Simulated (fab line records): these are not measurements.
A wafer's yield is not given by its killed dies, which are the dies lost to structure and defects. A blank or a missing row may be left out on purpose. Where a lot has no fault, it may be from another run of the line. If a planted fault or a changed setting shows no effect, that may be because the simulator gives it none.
2 desks, one fault | flow n5 finfet | each desk holds nothing but its own numbers, with what lay behind them at the end

== THE METROLOGY DESK ==
What the gauges read for every lot (on any tool): the sampled wafers with a number, averaged. The brackets show how far a lot's mean lies from the usual mean; more than 4 standard deviations puts the lot out of limits, marked OUT.
Columns: A = cd nm at N5_PASSIVATION_CD_MEAS_10, usual 3000.3 nm
lot  | first seen here | A
L154 | day 12 16:49    | 3001.8
L152 | day 12 17:45    | 3000.6
L158 | day 13 22:03    | 2999.4
L160 | day 14 17:59    | 2999.8
L168 | day 16 09:18    | 3000.2
L169 | day 17 03:46    | 3002.6
L165 | day 17 06:11    | 2999.9
L172 | day 17 06:25    | 3002.4
L173 | day 18 08:11    | 3002.5
L174 | day 18 23:50    | 2999.0
Result from this desk: across the 10 lots, nothing is out of limits.

== DESK OF THE TOOL OWNER: rie diel-04 ==
The tool's own readings at N5_PASSIVATION_PASS_ETCH_74 (etches SiNx in CF4/O2, target depth 220 nm, time 110 s): means of the sampled wafers that have a number, for each lot that ran on this tool. The brackets show how far a lot's mean lies from the usual mean; more than 4 standard deviations puts the lot out of limits, marked OUT. It has 9 readings, of which 7 appear: the earliest out of limits, and the ones furthest out on some lot.
Columns: A = O2_flow_sccm at N5_PASSIVATION_PASS_ETCH_74, usual 10.005 sccm; B = drypump motor current A at N5_PASSIVATION_PASS_ETCH_74, usual 5.6 A; C = oes_f_703_au at N5_PASSIVATION_PASS_ETCH_74, usual 0.75 a.u.; D = oes product au at N5_PASSIVATION_PASS_ETCH_74, usual 0.75 a.u.; E = rf fwd power W at N5_PASSIVATION_PASS_ETCH_74, usual 532.4 W; F = rf vpp V at N5_PASSIVATION_PASS_ETCH_74, usual 241 V; G = throttle valve pct at N5_PASSIVATION_PASS_ETCH_74, usual 16.07 %
lot  | first seen here | A      | B   | C               | D    | E               | F              | G
L152 | day 12 18:01    | 10.014 | 5.6 | 0.81            | 0.81 | 532.4           | 238            | 16.08
L158 | day 13 22:17    | 9.979  | 6.1 | 1.02            | 0.89 | 659.5 (+71) OUT | 217 (-4.4) OUT | 16.06
L160 | day 14 18:08    | 9.996  | 5.5 | 1.17 (+4.7) OUT | 1.05 | 662.4 (+72) OUT | 214 (-5.1) OUT | 15.76
L169 | day 17 04:09    | 10.021 | 5.9 | 0.82            | 0.82 | 531.8           | 242            | 15.90
Finding of this desk: L158, L160 out of limits; the first was L158 at day 13 22:17, on rf fwd power W at N5_PASSIVATION_PASS_ETCH_74. Within limits: L152, L169.

== ALL TOGETHER ==
On L158, L160, at day 13 22:17, an alarm was possible from the tool owner's desk.
Nothing out of limits was seen by the metrology desk.
The metrology desk has L158, L160 on record, within its limits.
On rie diel-04, each named lot ran N5_PASSIVATION_PASS_ETCH_74.

== WHAT THE SIMULATOR HAD INSERTED ==
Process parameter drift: rie diel-04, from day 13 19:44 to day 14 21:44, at N5_PASSIVATION_PASS_ETCH_74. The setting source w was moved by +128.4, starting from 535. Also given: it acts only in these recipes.
Shown lots that were struck: L158, L160.
How many hours passed from the start of the fault until each desk's first out-of-limits reading: the tool owner's desk, 3.
